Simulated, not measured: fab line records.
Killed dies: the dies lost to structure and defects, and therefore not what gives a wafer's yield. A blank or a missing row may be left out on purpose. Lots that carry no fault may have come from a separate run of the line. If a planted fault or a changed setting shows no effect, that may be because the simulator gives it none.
Matching of chambers    flow n5-finfet    3 sister chambers for N5_BEOL_M2_ILD_DEP_00 on pecvd-02
The step deposits SiOC from DEMS/O2, target thk 79 nm, time 15.3 s. 6 wafers are shown with their chamber, then 7 later ones without.

== WAFERS PAIRED WITH THEIR CHAMBERS ==
wafer   chamber  throttle-valve-pct (%)  heater-power-w (W)
L524.1  2        11.4                    522
L524.3  1        11.8                    432
L525.2  1        11.7                    480
L535.2  2        11.5                    559
L535.5  0        12.4                    490
L537.1  0        12.4                    484

== WAFERS MISSING THEIR CHAMBER ==
wafer   throttle-valve-pct (%)  heater-power-w (W)
L537.3  11.7                    465
L538.1  11.5                    518
L538.2  12.5                    429
L538.3  11.4                    405
L539.2  12.5                    467
L539.4  11.3                    558
L539.6  12.6                    470

== EACH ONE'S CHAMBER ==
wafer   from the rows above      in truth
L537.3  1                        1
L538.1  2                        2
L538.2  0                        0
L538.3  can't be placed: 2 or 1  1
L539.2  0                        0
L539.4  2                        2
L539.6  0                        0
Correct placement for 6 of the 7. These rows do not allow placing 1 (true chamber among the candidates in 1). 0 placed wrongly.
How it was worked out, from the rows above alone: a wafer's distance from a chamber is the root of the sum, over the readings, of the square of ((its reading less the chamber's mean) divided by the reading's scatter). The wafer belongs to the nearest chamber; if the next one is less than 2 further off, it can't be placed. A chamber's mean is the mean of its shown wafers. The scatter is the square root of a quotient: the sum, over the shown wafers, of each reading's squared deviation from its chamber's mean, divided by wafers minus chambers.
